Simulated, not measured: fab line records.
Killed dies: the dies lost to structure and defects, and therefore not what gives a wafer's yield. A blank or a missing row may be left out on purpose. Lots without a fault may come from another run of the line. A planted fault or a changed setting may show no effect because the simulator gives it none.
Chamber matching | flow nand-harc | cmp-01 running NHARC_P_BONDPAD_CMP_32: 4 sister chambers
The step polishes SiCN, target thk 200 nm. 8 wafers are shown with their chamber, then 9 later ones without.

## EACH WAFER AND ITS CHAMBER
wafer  | chamber | motor-current-A (A)
L077.2 | 2       | 11.4
L078.4 | 0       | 11.1
L078.5 | 0       | 12.0
L083.3 | 1       | 10.2
L083.5 | 2       | 10.4
L089.1 | 3       | 10.0
L089.2 | 1       | 10.2
L089.6 | 3       | 9.9

## WAFERS WITH NO CHAMBER GIVEN
wafer  | motor-current-A (A)
L090.2 | 10.2
L090.4 | 12.3
L090.5 | 10.5
L096.1 | 11.5
L096.3 | 10.5
L096.6 | 10.2
L097.1 | 10.2
L097.4 | 10.1
L097.5 | 12.2

## WHICH CHAMBER EACH ONE RAN IN
wafer  | from the rows above               | in truth
L090.2 | can't be placed: 1 or 3 or 2      | 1
L090.4 | can't be placed: 0 or 2           | 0
L090.5 | can't be placed: 1 or 2 or 3 or 0 | 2
L096.1 | can't be placed: 0 or 2           | 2
L096.3 | can't be placed: 1 or 2 or 3 or 0 | 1
L096.6 | can't be placed: 1 or 3 or 2      | 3
L097.1 | can't be placed: 1 or 3 or 2      | 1
L097.4 | can't be placed: 1 or 3 or 2      | 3
L097.5 | can't be placed: 0 or 2           | 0
0 of 9 placed correctly. Not placeable from these rows: 9 (in 9, the candidates include the true chamber). Wrongly placed: 0.
How it was worked out, from the rows above alone: a wafer's distance from a chamber is the root of the sum, over the readings, of the square of ((its reading less the chamber's mean) divided by the reading's scatter). The wafer belongs to the nearest chamber; if the next one is less than 2 further off, it can't be placed. Each chamber's mean is taken over the wafers shown for it. The scatter is the square root of a quotient: the sum, over the shown wafers, of each reading's squared deviation from its chamber's mean, divided by wafers minus chambers.
